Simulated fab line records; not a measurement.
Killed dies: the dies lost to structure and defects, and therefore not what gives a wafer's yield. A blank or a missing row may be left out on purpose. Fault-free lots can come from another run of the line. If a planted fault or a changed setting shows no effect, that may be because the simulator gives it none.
fab line records	flow n5-finfet
record lots=9	wafers=26	last-day=19
route steps=1938 shown BEOL_M4@1111 BEOL_M12@1633 BEOL_M13@1659 PASSIVATION@1936
lots with no fault: from the same line, run without faults
start-h: hours from the record's opening day to when the first of the lot's shown wafers began	wait-h: hours since the lot's step before	" same as the row above	L1.1+2: one row covering several wafers at once	- value missing, or start not given	* or withheld: withheld	< > ~ a bound
route shown NAME@n: names a module that has steps shown in the file, with the first one's number in the route	usual: average and standard deviation across the fault-free wafers	same: alike in all rows	chamber/n: place in a boat	sites: readings site by site	_std_site: their standard deviation	_edge_site: outer sites' mean less inner sites'	radius-mm: how far each site lies from the wafer's centre	mask NAME#n: copy n	behind: the tool/chamber that last shaped the wafer	hold: why the lot went on hold/how many hours it stayed there/how the hold came to an end	device: the transistor (n, p or np) that didn't switch	end of line: tests of these same wafers at the route's end	for a step that has no rows: nothing shown but its recipe	killed: at the first sort, the dies lost to defects and structure; wafer yield is something else	map: the dies of a wafer, with x for killed, . for not killed, _ for no die there
set.NAME: the setting the step ran with; set.NAME@STEP: the setting that earlier step ran with	model.NAME: the simulator's own value behind a step, which no gauge read
one table for each step of the route and one row for each wafer, over a sample of lots
services: from which hour (start-h, from the record's first day; less than 0 if before it) a tool's chamber was out of use, for how many hours, and why
## steps
# step N5_BEOL_M4_RC_MEAS_101
# usual DIBL_N=36.0/2.2	DIBL_P=36.2/2.4	IOFF_N=0.16/0.035	IOFF_P=0.21/0.037	ION_N=672/13	ION_P=461/7	SS_N=71.4/0.69	SS_P=73.2/0.75	VT_N=250/3.4	VT_P=-251/3
lot.wafer	tool	chamber	start-h	wait-h	DIBL_N[mV/V]	DIBL_P[mV/V]	IOFF_N[nA/um]	IOFF_P[nA/um]	ION_N[uA/um]	ION_P[uA/um]	SS_N[mV/dec]	SS_P[mV/dec]	VT_N[mV]	VT_P[mV]
L837.2	prober-01	0	202.54	0.2	38.5	37.1	0.18	0.22	671	458	72.7	73.8	247	-250
L837.3	"	0	"	"	39.2	37.9	0.21	0.24	679	458	71.8	73.9	248	-246
L835.1	prober-01	0	205.02	0.0	33.9	34.2	0.12	0.17	659	451	71.3	73.7	252	-257
L835.3	"	0	"	"	35.4	35.7	0.16	0.19	677	457	71.1	73.4	250	-253
L835.5	"	0	"	"	35.7	36.5	0.17	0.21	694	467	70.8	73.6	246	-252
L838.2	prober-01	0	207.96	0.3	37.4	36.8	0.14	0.21	676	465	71.4	73.0	254	-247
L838.3	"	0	"	"	36.3	36.0	0.13	0.20	670	468	71.3	72.5	252	-250
L838.4	"	0	"	"	33.0	32.4	0.09	0.15	649	456	70.2	72.0	257	-251
L841.1	prober-01	0	235.09	0.0	35.2	34.8	0.14	0.18	665	455	71.1	72.2	253	-255
L841.3	"	0	"	"	32.3	32.9	0.11	0.16	655	454	70.3	71.8	254	-252
L841.4	"	0	"	"	35.6	36.0	0.14	0.19	667	461	71.0	72.8	251	-254
L843.1	prober-01	0	240.70	0.0	38.1	37.4	0.20	0.21	667	455	72.1	73.1	250	-252
L843.3	"	0	"	"	38.7	40.3	0.22	0.26	690	466	71.9	74.4	244	-246
L843.6	"	0	"	"	37.8	39.1	0.19	0.23	677	459	71.7	73.5	248	-252
L845.3	prober-02	0	264.73	0.3	34.0	32.1	0.13	0.18	666	458	71.1	72.2	253	-250
L845.4	"	0	"	"	36.6	35.7	0.18	0.24	673	470	72.5	73.2	246	-246
L845.6	"	0	"	"	33.7	32.3	0.12	0.18	665	460	70.4	72.5	253	-248
L846.3	prober-02	0	273.10	0.3	31.8	33.3	0.11	0.16	651	452	70.9	73.1	254	-254
L846.5	"	0	"	"	35.7	37.8	0.16	0.22	663	458	72.4	73.2	248	-252
L846.6	"	0	"	"	34.3	35.4	0.15	0.19	670	457	71.0	73.0	251	-253
L851.1	prober-02	0	303.93	0.0	34.0	34.4	0.13	0.17	664	454	71.3	72.1	252	-252
L851.3	"	0	"	"	35.8	34.3	0.15	0.17	663	451	71.9	73.3	253	-250
L851.6	"	0	"	"	34.9	34.8	0.14	0.18	663	455	72.2	72.4	252	-253
L857.3	prober-02	0	338.34	0.3	37.0	38.6	0.19	0.23	689	460	71.7	74.1	247	-250
L857.4	"	0	"	"	37.4	39.4	0.20	0.23	696	470	72.3	73.4	247	-251
L857.5	"	0	"	"	35.2	37.4	0.17	0.21	681	468	71.6	73.8	250	-251
# step N5_BEOL_M12_OVL_MEAS_29
# recipe points-per-wafer=44
# usual M12_OVL=-2/5.1
lot.wafer	tool	chamber	start-h	wait-h	M12_OVL[nm]
L837.2	overlay-01	0	267.16	0.0	-5
L837.3	"	0	"	"	-5
L835.1	overlay-02	0	272.33	0.0	-8
L835.3	"	0	"	"	-8
L835.5	"	0	"	"	-8
L838.2	overlay-02	0	274.61	0.0	-8
L838.3	"	0	"	"	-1
L838.4	"	0	"	"	6
L841.1	overlay-01	0	301.53	0.0	-3
L841.3	"	0	"	"	1
L841.4	"	0	"	"	-5
L843.1	overlay-01	0	309.84	0.0	-4
L843.3	"	0	"	"	-6
L843.6	"	0	"	"	-1
L845.3	overlay-01	0	335.82	0.0	4
L845.4	"	0	"	"	2
L845.6	"	0	"	"	4
L846.3	overlay-02	0	342.99	0.0	3
L846.5	"	0	"	"	1
L846.6	"	0	"	"	-1
L851.1	overlay-02	0	374.11	0.0	-4
L851.3	"	0	"	"	-4
L851.6	"	0	"	"	9
L857.3	overlay-01	0	409.97	0.0	2
L857.4	"	0	"	"	-8
L857.5	"	0	"	"	-8
# step N5_BEOL_M12_SPUTTER_44
# recipe material=Ta	target-thk-a=100	temp-c=50	bias-v=80	power-w=15000	chamber-pressure-pa=0.07	time-s=16.13
# usual throttle-valve-pct=30.0/1.2
# same time-s=16.13
lot.wafer	tool	chamber	start-h	wait-h	throttle-valve-pct
L837.2	pvd-sputter-02	-	270.32	0.0	28.9
L837.3	"	-	"	"	29.5
L835.1	pvd-sputter-01	-	275.08	0.0	31.8
L835.3	"	-	"	"	31.8
L835.5	"	-	"	"	30.6
L838.2	pvd-sputter-03	-	276.28	0.0	29.6
L838.3	"	-	"	"	30.3
L838.4	"	-	"	"	30.2
L841.1	pvd-sputter-02	-	303.08	0.0	30.3
L841.3	"	-	"	"	28.8
L841.4	"	-	"	"	29.7
L843.1	pvd-sputter-02	-	313.98	0.0	29.0
L843.3	"	-	"	"	30.2
L843.6	"	-	"	"	28.8
L845.3	pvd-sputter-03	-	337.84	0.0	29.2
L845.4	"	-	"	"	30.6
L845.6	"	-	"	"	28.2
L846.3	pvd-sputter-01	-	346.73	0.0	31.6
L846.5	"	-	"	"	31.5
L846.6	"	-	"	"	30.5
L851.1	pvd-sputter-03	-	376.85	0.0	30.1
L851.3	"	-	"	"	28.3
L851.6	"	-	"	"	28.3
L857.3	pvd-sputter-03	-	413.52	0.0	28.4
L857.4	"	-	"	"	30.6
L857.5	"	-	"	"	28.0
# step N5_BEOL_M12_CMP_49
# recipe stop-on=SiOC	t-overpolish-s=20.6	down-force-psi=1	platen-rpm=50	clearing-platen-down-force-psi=1.5	clearing-platen-rpm=50	post-cmp-clean=cu-alkaline	target-thk-nm=320	clearing-platen-pad-velocity-m-s=0.99484	pad-velocity-m-s=0.99484
# usual barrier-field-endpoint-s=30.0/0.99	head-pressure-psi=0.9996/0.002	motor-current-A=5.9/0.57	overpolish-run-s=20.599/0.0083	platen-rpm=50.00/0.034
lot.wafer	tool	chamber	start-h	wait-h	barrier-field-endpoint-s	head-pressure-psi	motor-current-A	overpolish-run-s	platen-rpm
L837.2	cmp-03	0	271.11	0.3	29.3	0.9994	6.0	20.582	50.00
L837.3	"	1	"	"	30.1	0.9996	5.7	20.584	49.99
L835.1	cmp-04	0	275.72	0.3	28.8	1.0009	7.1	20.591	50.01
L835.3	"	1	"	"	28.8	0.9970	6.1	20.604	49.94
L835.5	"	0	"	"	28.7	0.9992	7.2	20.594	50.05
L838.2	cmp-04	3	276.91	0.2	30.4	0.9996	5.9	20.590	49.95
L838.4	"	1	"	"	29.6	0.9975	5.9	20.595	49.98
L838.3	"	2	"	"	29.9	0.9984	6.3	20.606	50.02
L841.3	cmp-04	2	303.71	0.2	29.6	0.9984	6.3	20.594	49.97
L841.1	"	3	"	"	29.0	0.9978	5.4	20.595	49.98
L841.4	"	0	"	"	29.1	0.9982	7.0	20.597	50.00
L843.3	cmp-02	3	314.81	0.2	29.7	1.0000	5.7	20.596	50.00
L843.1	"	2	"	"	29.4	1.0008	5.2	20.603	49.97
L843.6	"	0	"	"	29.3	0.9998	5.1	20.612	49.97
L845.4	cmp-04	0	338.67	0.3	29.4	0.9996	6.8	20.573	50.02
L845.3	"	2	"	"	29.9	0.9985	6.4	20.583	50.05
L845.6	"	0	"	"	28.4	1.0010	7.4	20.604	50.03
L846.3	cmp-03	1	347.64	0.3	29.4	1.0003	5.8	20.592	50.00
L846.5	"	2	"	"	30.4	0.9992	5.3	20.594	50.02
L846.6	"	3	"	"	30.9	0.9979	5.7	20.619	50.05
L851.3	cmp-04	2	378.08	0.2	30.7	0.9991	6.5	20.595	49.97
L851.1	"	0	"	"	66.2	0.1940	5.3	0.041	50.02
L851.6	"	2	"	"	30.2	1.0017	6.3	20.595	49.99
L857.4	cmp-02	3	414.23	0.2	30.6	1.0007	5.2	20.591	49.98
L857.3	"	0	"	"	30.4	0.9985	5.1	20.592	50.06
L857.5	"	2	"	"	30.6	1.0022	5.5	20.592	50.05
# step N5_BEOL_M12_INSPECT_55
# recipe inspect-instrument=darkfield	mode=post-dep
# usual raw-defect-count=70/21
lot.wafer	tool	chamber	start-h	wait-h	raw-defect-count
L837.2	defect-inspect-02	-	271.48	0.0	84
L837.3	"	-	"	"	124
L835.1	defect-inspect-01	-	276.16	0.0	104
L835.3	"	-	"	"	104
L835.5	"	-	"	"	97
L838.2	defect-inspect-02	-	277.36	0.0	98
L838.3	"	-	"	"	119
L838.4	"	-	"	"	38
L841.1	defect-inspect-02	-	304.16	0.0	62
L841.3	"	-	"	"	57
L841.4	"	-	"	"	44
L843.1	defect-inspect-01	-	315.25	0.0	76
L843.3	"	-	"	"	72
L843.6	"	-	"	"	69
L845.3	defect-inspect-01	-	339.08	0.0	53
L845.4	"	-	"	"	90
L845.6	"	-	"	"	101
L846.3	defect-inspect-02	-	347.97	0.0	45
L846.5	"	-	"	"	55
L846.6	"	-	"	"	70
L851.1	defect-inspect-01	-	378.53	0.0	4766
L851.3	"	-	"	"	61
L851.6	"	-	"	"	64
L857.3	defect-inspect-02	-	414.60	0.0	59
L857.4	"	-	"	"	56
L857.5	"	-	"	"	53
# step N5_BEOL_M13_ILD_DEP_00
# recipe material=SiOC	target-thk-a=8379.2	temp-c=350	precursor=DEMS/O2	pressure-torr=5	rf-w=500	time-s=166.4
# usual heater-power-w=528/110	showerhead-plenum-p-Torr=5.692/0.019	throttle-valve-pct=11.7/0.5
# same time-s=166.4
lot.wafer	tool	chamber	start-h	wait-h	heater-power-w	showerhead-plenum-p-Torr	throttle-valve-pct
L837.2	pecvd-01	1	271.52	0.0	411	5.695	12.1
L837.3	"	0	"	"	540	5.709	11.6
L835.1	pecvd-04	0	276.20	0.0	525	5.711	11.3
L835.3	"	2	"	"	456	5.714	11.0
L835.5	"	2	"	"	478	5.734	11.3
L838.2	pecvd-04	2	277.40	0.0	463	5.701	11.2
L838.3	"	1	"	"	391	5.659	12.7
L838.4	"	2	"	"	481	5.711	11.5
L841.1	pecvd-01	2	304.20	0.0	697	5.688	11.7
L841.3	"	1	"	"	418	5.709	11.7
L841.4	"	0	"	"	547	5.710	11.3
L843.1	pecvd-01	0	315.29	0.0	538	5.724	11.1
L843.3	"	1	"	"	395	5.710	12.4
L843.6	"	0	"	"	466	5.712	11.4
L845.3	pecvd-04	1	339.11	0.0	453	5.676	12.6
L845.4	"	2	"	"	389	5.712	11.6
L845.6	"	0	"	"	488	5.693	11.3
L846.3	pecvd-02	2	348.06	0.1	700	5.673	12.1
L846.5	"	0	"	"	494	5.678	11.2
L846.6	"	2	"	"	730	5.679	11.9
L851.3	pecvd-02	0	378.57	0.0	596	5.662	11.4
L851.6	"	0	"	"	496	5.662	11.6
L857.3	pecvd-01	0	414.64	0.0	546	5.721	11.4
L857.4	"	2	"	"	582	5.690	11.2
L857.5	"	0	"	"	588	5.723	11.3
# step N5_PASSIVATION_PROBE_49
# usual defect-limited-yield=91.2/1.4	killed_at_M0_to_M3=34/9.4	killed_at_M4_up=14/5.6	killed-at-contacts=13/7.8	killed-at-front-end=37/10	killed-at-other=4/3.3	killed-dies=103/17	killed-on-rim=14/3.5	killed-open=68/13	killed-short=33/8.2	sort_bin_5_function=5.1/0.92	sort_bin_6_memory=3.3/0.71	sort-n-pass=1077/17	sort-yield-pct=91.2/1.4
# same gross-dies=1180	killed-at-back-side=0	sort_bin_4_leakage[%]=0	sort_bin_8_speed[%]=0
lot.wafer	tool	chamber	start-h	wait-h	defect-limited-yield[%]	killed_at_M0_to_M3	killed_at_M4_up	killed-at-contacts	killed-at-front-end	killed-at-other	killed-dies	killed-on-rim	killed-open	killed-short	sort_bin_5_function[%]	sort_bin_6_memory[%]	sort-n-pass	sort-yield-pct[%]
L838.2	prober-02	-	309.09	0.1	91.9	11	16	30	36	3	96	9	71	25	5.2	2.9	1084	91.9
L838.3	prober-02	-	309.14	0.1	88.6	39	23	21	42	9	134	13	88	46	7.0	4.0	1046	88.6
L838.4	prober-02	-	309.19	0.2	90.1	46	6	14	50	1	117	15	66	50	6.4	3.2	1063	90.1
L837.2	prober-01	-	309.28	0.1	90.5	47	12	11	32	10	112	18	77	33	5.5	3.7	1068	90.5
L837.3	prober-01	-	309.33	0.1	90.0	45	17	6	45	5	118	20	76	34	5.2	4.1	1062	90.0
L835.1	prober-02	-	310.47	0.0	88.2	43	12	29	55	0	139	14	95	43	6.5	4.8	1041	88.2
L835.3	prober-02	-	310.57	0.1	91.9	31	14	22	28	0	95	16	66	26	4.1	3.6	1085	91.9
L835.5	prober-02	-	310.67	0.2	90.6	38	9	20	31	13	111	10	71	40	5.0	4.1	1069	90.6
L841.1	prober-01	-	338.14	0.0	89.8	52	20	7	40	1	120	23	87	32	5.6	4.3	1060	89.8
L841.3	prober-01	-	338.24	0.1	90.4	52	18	6	32	5	113	14	71	42	5.6	3.6	1067	90.4
L841.4	prober-01	-	338.29	0.2	90.6	51	13	6	40	1	111	17	79	32	5.1	4.1	1069	90.6
L843.1	prober-02	-	347.14	0.0	93.0	28	9	10	33	3	83	11	59	24	4.1	2.5	1097	93.0
L843.3	prober-02	-	347.24	0.1	91.3	30	9	6	50	8	103	14	62	37	5.1	3.1	1077	91.3
L843.6	prober-02	-	347.39	0.3	90.6	37	13	10	51	0	111	17	75	27	5.6	3.0	1069	90.6
L846.3	prober-01	-	378.02	0.1	91.6	45	6	4	41	3	99	12	56	43	5.0	3.1	1081	91.6
L846.5	prober-01	-	378.12	0.2	92.0	45	14	7	20	8	94	16	69	25	5.1	2.5	1086	92.0
L846.6	prober-01	-	378.17	0.3	91.7	37	12	12	37	0	98	9	61	32	5.3	2.3	1082	91.7
L851.1	prober-02	-	416.83	0.0	0	30	1110	3	28	9	1180	152	51	29	4.2	2.5	0	0
L851.3	prober-02	-	416.93	0.1	92.2	22	14	13	40	3	92	18	56	24	4.0	2.5	1088	92.2
L851.6	prober-02	-	417.08	0.3	91.8	32	16	13	31	5	97	19	60	26	3.7	3.2	1083	91.8
L857.3	prober-02	-	452.61	0.1	91.1	41	21	11	29	3	105	16	63	35	5.0	3.1	1075	91.1
L857.4	prober-02	-	452.66	0.2	90.7	35	29	11	35	0	110	16	82	27	5.1	4.0	1070	90.7
L857.5	prober-02	-	452.71	0.2	91.4	25	13	8	52	4	102	13	71	25	4.2	3.7	1078	91.4
# killed by level:class
L838.2 MOL_CONTACT_COAG:geometric-particle:open=22 STI_FIN_REVEAL:geometric-particle:open=14 FIN_SAQP:geometric-particle:open=9 MOL_CONTACT_COAG:geometric-particle:short=8 BEOL_M4:geometric-particle:open=7 BEOL_M7:geometric-particle:open=4 GATE_CUT:geometric-particle:short=3 FIN_SAQP:geometric-particle:short=3
L838.3 MOL_CONTACT_COAG:geometric-particle:open=19 BEOL_M0_SAQP:geometric-particle:open=13 BEOL_M0_SAQP:geometric-particle:short=10 FIN_SAQP:geometric-particle:short=9 FIN_SAQP:geometric-particle:open=9 STI_FIN_REVEAL:geometric-particle:open=9 BEOL_M4:geometric-particle:open=9 BEOL_M2:geometric-particle:open=6
L838.4 FIN_SAQP:geometric-particle:short=18 BEOL_M0_SAQP:geometric-particle:open=13 MOL_CONTACT_COAG:geometric-particle:open=10 BEOL_M0_SAQP:geometric-particle:short=9 BEOL_M2:geometric-particle:open=9 STI_FIN_REVEAL:geometric-particle:open=8 BEOL_M3:geometric-particle:open=6 BEOL_M1:geometric-particle:open=5
L837.2 BEOL_M2:geometric-particle:open=18 MOL_CONTACT_COAG:geometric-particle:open=9 BEOL_M0_SAQP:geometric-particle:short=8 STI_FIN_REVEAL:geometric-particle:open=7 BEOL_M0_SAQP:geometric-particle:open=7 DUMMY_GATE:geometric-particle:open=6 FIN_SAQP:geometric-particle:open=4 BEOL_M2:geometric-particle:short=4
L837.3 BEOL_M2:geometric-particle:open=12 FIN_SAQP:geometric-particle:open=9 STI_FIN_REVEAL:geometric-particle:open=9 FIN_SAQP:geometric-particle:short=7 BEOL_M0_SAQP:geometric-particle:short=7 BEOL_M0_SAQP:geometric-particle:open=7 HKMG_FIN:area-etch=7 MOL_CONTACT_COAG:geometric-particle:open=6
L835.1 MOL_CONTACT_COAG:geometric-particle:open=18 BEOL_M0_SAQP:geometric-particle:open=14 FIN_SAQP:geometric-particle:open=11 MOL_CONTACT_COAG:geometric-particle:short=11 STI_FIN_REVEAL:geometric-particle:open=10 DUMMY_GATE:geometric-particle:open=10 FIN_SAQP:geometric-particle:short=9 BEOL_M2:geometric-particle:open=9
L835.3 MOL_CONTACT_COAG:geometric-particle:open=21 BEOL_M3:geometric-particle:open=9 FIN_SAQP:geometric-particle:short=7 BEOL_M0_SAQP:geometric-particle:open=6 BEOL_M4:geometric-particle:open=6 DUMMY_GATE:geometric-particle:open=4 BEOL_M0_SAQP:geometric-particle:short=4 BEOL_M2:geometric-particle:open=4
L835.5 MOL_CONTACT_COAG:geometric-particle:open=14 MIM_TOP:geometric-particle:short=8 BEOL_M0_SAQP:geometric-particle:open=8 BEOL_M3:geometric-particle:open=8 FIN_SAQP:geometric-particle:open=6 FIN_SAQP:geometric-particle:short=6 MOL_CONTACT_COAG:geometric-particle:short=6 BEOL_M0_SAQP:geometric-particle:short=6
L841.1 BEOL_M2:geometric-particle:open=18 STI_FIN_REVEAL:geometric-particle:open=17 BEOL_M4:geometric-particle:open=13 BEOL_M0_SAQP:geometric-particle:open=11 STI_FIN_REVEAL:geometric-particle:short=9 MOL_CONTACT_COAG:geometric-particle:open=6 BEOL_M2:geometric-particle:short=6 BEOL_M3:geometric-particle:open=6
L841.3 BEOL_M4:geometric-particle:open=13 BEOL_M0_SAQP:geometric-particle:open=10 BEOL_M3:geometric-particle:open=9 BEOL_M0_SAQP:geometric-particle:short=8 BEOL_M1:geometric-particle:open=8 BEOL_M2:geometric-particle:open=8 FIN_SAQP:geometric-particle:short=6 MOL_CONTACT_COAG:geometric-particle:open=5
L841.4 STI_FIN_REVEAL:geometric-particle:open=18 BEOL_M2:geometric-particle:open=13 FIN_SAQP:geometric-particle:open=11 BEOL_M1:geometric-particle:open=10 BEOL_M2:geometric-particle:short=8 BEOL_M3:geometric-particle:open=7 BEOL_M4:geometric-particle:open=6 MOL_CONTACT_COAG:geometric-particle:open=5
L843.1 STI_FIN_REVEAL:geometric-particle:open=10 MOL_CONTACT_COAG:geometric-particle:open=9 BEOL_M0_SAQP:geometric-particle:open=6 BEOL_M1:geometric-particle:open=6 FIN_SAQP:geometric-particle:open=5 BEOL_M3:geometric-particle:open=5 FIN_SAQP:geometric-particle:short=4 BEOL_M2:geometric-particle:open=4
L843.3 STI_FIN_REVEAL:geometric-particle:open=15 BEOL_M0_SAQP:geometric-particle:open=12 BEOL_M0_SAQP:geometric-particle:short=11 ILD0:geometric-particle:short=5 MOL_CONTACT_COAG:geometric-particle:open=5 FIN_SAQP:geometric-particle:short=4 ILD0:geometric-particle:open=4 STARTING-WAFER:geometric-particle:short=4
L843.6 STI_FIN_REVEAL:geometric-particle:open=16 BEOL_M0_SAQP:geometric-particle:open=12 MOL_CONTACT_COAG:geometric-particle:open=9 BEOL_M0_SAQP:geometric-particle:short=9 HKMG_FIN:area-etch=9 DUMMY_GATE:geometric-particle:open=6 BEOL_M2:geometric-particle:open=6 BEOL_M4:geometric-particle:open=5
L846.3 BEOL_M0_SAQP:geometric-particle:short=14 BEOL_M0_SAQP:geometric-particle:open=13 FIN_SAQP:geometric-particle:open=11 FIN_SAQP:geometric-particle:short=6 GATE_CUT:geometric-particle:short=6 BEOL_M1:geometric-particle:open=5 BEOL_M2:geometric-particle:open=5 STARTING-WAFER:geometric-particle:short=5
L846.5 BEOL_M0_SAQP:geometric-particle:open=17 BEOL_M0_SAQP:geometric-particle:short=12 BEOL_M4:geometric-particle:open=9 BEOL_M1:geometric-particle:open=7 MOL_CONTACT_COAG:geometric-particle:open=6 STI_FIN_REVEAL:geometric-particle:open=5 FIN_SAQP:geometric-particle:open=4 BEOL_M3:geometric-particle:open=4
L846.6 MOL_CONTACT_COAG:geometric-particle:open=11 STI_FIN_REVEAL:geometric-particle:open=10 BEOL_M0_SAQP:geometric-particle:open=10 BEOL_M1:geometric-particle:open=7 BEOL_M2:geometric-particle:open=7 FIN_SAQP:geometric-particle:short=6 BEOL_M5:geometric-particle:open=6 BEOL_M0_SAQP:geometric-particle:short=6
L851.1 BEOL_M12:area-cmp=1097 BEOL_M0_SAQP:geometric-particle:open=9 BEOL_M0_SAQP:geometric-particle:short=8 STI_FIN_REVEAL:geometric-particle:open=6 BEOL_M4:geometric-particle:open=6 FIN_SAQP:geometric-particle:open=4 BEOL_M1:geometric-particle:open=4 BEOL_M3:geometric-particle:open=4
L851.3 HKMG_FIN:area-etch=12 MOL_CONTACT_COAG:geometric-particle:open=9 FIN_SAQP:geometric-particle:short=8 STI_FIN_REVEAL:geometric-particle:open=7 FIN_SAQP:geometric-particle:open=5 BEOL_M3:geometric-particle:open=5 BEOL_M0_SAQP:geometric-particle:open=5 BEOL_M4:geometric-particle:open=5
L851.6 MOL_CONTACT_COAG:geometric-particle:open=10 HKMG_FIN:area-etch=9 BEOL_M0_SAQP:geometric-particle:open=8 BEOL_M3:geometric-particle:open=8 BEOL_M2:geometric-particle:open=7 FIN_SAQP:geometric-particle:open=6 FIN_SAQP:geometric-particle:short=5 BEOL_M4:geometric-particle:open=5
L857.3 BEOL_M2:geometric-particle:open=11 MOL_CONTACT_COAG:geometric-particle:open=9 BEOL_M0_SAQP:geometric-particle:short=9 FIN_SAQP:geometric-particle:short=8 BEOL_M4:geometric-particle:open=8 BEOL_M0_SAQP:geometric-particle:open=6 BEOL_M3:geometric-particle:open=6 HKMG_FIN:area-etch=6
L857.4 BEOL_M2:geometric-particle:open=13 BEOL_M4:geometric-particle:open=12 STI_FIN_REVEAL:geometric-particle:open=11 MOL_CONTACT_COAG:geometric-particle:open=8 BEOL_M6:geometric-particle:open=8 BEOL_M1:geometric-particle:open=6 BEOL_M0_SAQP:geometric-particle:open=6 GATE_CUT:geometric-particle:short=5
L857.5 STI_FIN_REVEAL:geometric-particle:open=17 BEOL_M2:geometric-particle:open=13 GATE_CUT:geometric-particle:short=9 MOL_CONTACT_COAG:geometric-particle:open=7 FIN_SAQP:geometric-particle:short=6 HKMG_FIN:area-etch=6 FIN_SAQP:geometric-particle:open=4 BEOL_M3:geometric-particle:open=4
## services
tool	chamber	start-h	hours	kind
cmp-04	-	247.92	6.8	repair
cmp-03	-	248.25	0.3	repair
cmp-04	-	255.67	2.2	repair
cmp-02	-	264.02	0.6	repair
cmp-02	-	266.06	5.0	pm
cmp-02	-	274.28	1.9	repair
cmp-03	-	290.81	6.8	pm
pecvd-04	-	305.66	14.0	repair
cmp-03	-	320.15	1.3	repair
cmp-04	-	323.67	4.0	pm
pecvd-02	1	324.87	29.1	repair
cmp-04	-	327.67	-	consumable-replace:conditioner
cmp-04	-	327.67	-	consumable-replace:pad
pecvd-01	1	331.69	-	calibration
cmp-02	-	338.31	0.5	repair
pecvd-01	0	340.13	6.7	repair
cmp-03	-	355.18	6.8	pm
pecvd-04	0	359.54	2.1	scheduled-down
pecvd-04	2	368.09	2.1	scheduled-down
cmp-03	-	368.57	0.9	repair
pecvd-01	0	369.92	5.3	repair
pecvd-02	1	370.88	5.5	scheduled-down
pecvd-04	1	399.37	5.4	repair
pecvd-04	1	405.39	5.5	scheduled-down
## key
first-sign step=N5_BEOL_M12_CMP_49	reading=overpolish-run-s	direction=down	sigmas=99+	usual=20.599	struck=0.041
effect step=N5_BEOL_M12_CMP_49	reading=head-pressure-psi	direction=down	sigmas=99+	usual=0.9996	struck=0.1940
effect step=N5_BEOL_M12_INSPECT_55	reading=raw-defect-count	direction=up	sigmas=99+	usual=70	struck=4766
effect step=N5_PASSIVATION_PROBE_49	reading=killed_at_M4_up	direction=up	sigmas=99+	usual=14	struck=1110
more-kills-born-at N5_BEOL_M12_CMP_49@cmp-04=1097
met-at N5_BEOL_M12_CMP_49
struck-lots L851
struck-wafers L851.1
later-rows-left-out L851.1
baseline-loss step=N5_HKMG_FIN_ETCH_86	wafers=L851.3
not-acting-at N5_BEOL_M12_OVL_MEAS_29,N5_BEOL_M12_SPUTTER_44,N5_BEOL_M13_ILD_DEP_00
onset-between 338.67 378.08
fault kind=process-parameter-drift	tool=cmp-04	chamber=0	onset-h=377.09	steps=N5_BEOL_M12_CMP_49	channel=down-force-psi	offset=-0.8044	shape=step	end-h=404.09	acts-in=these-recipes-only	stated=1
# later-rows-left-out: the simulator's readings of these wafers behind a module that went badly wrong aren't trusted and aren't shown, but for the sort
# baseline-loss: these wafers lose ten dies or more at that step, a loss of the line's own and not of a fault; the sort's usual values leave them out
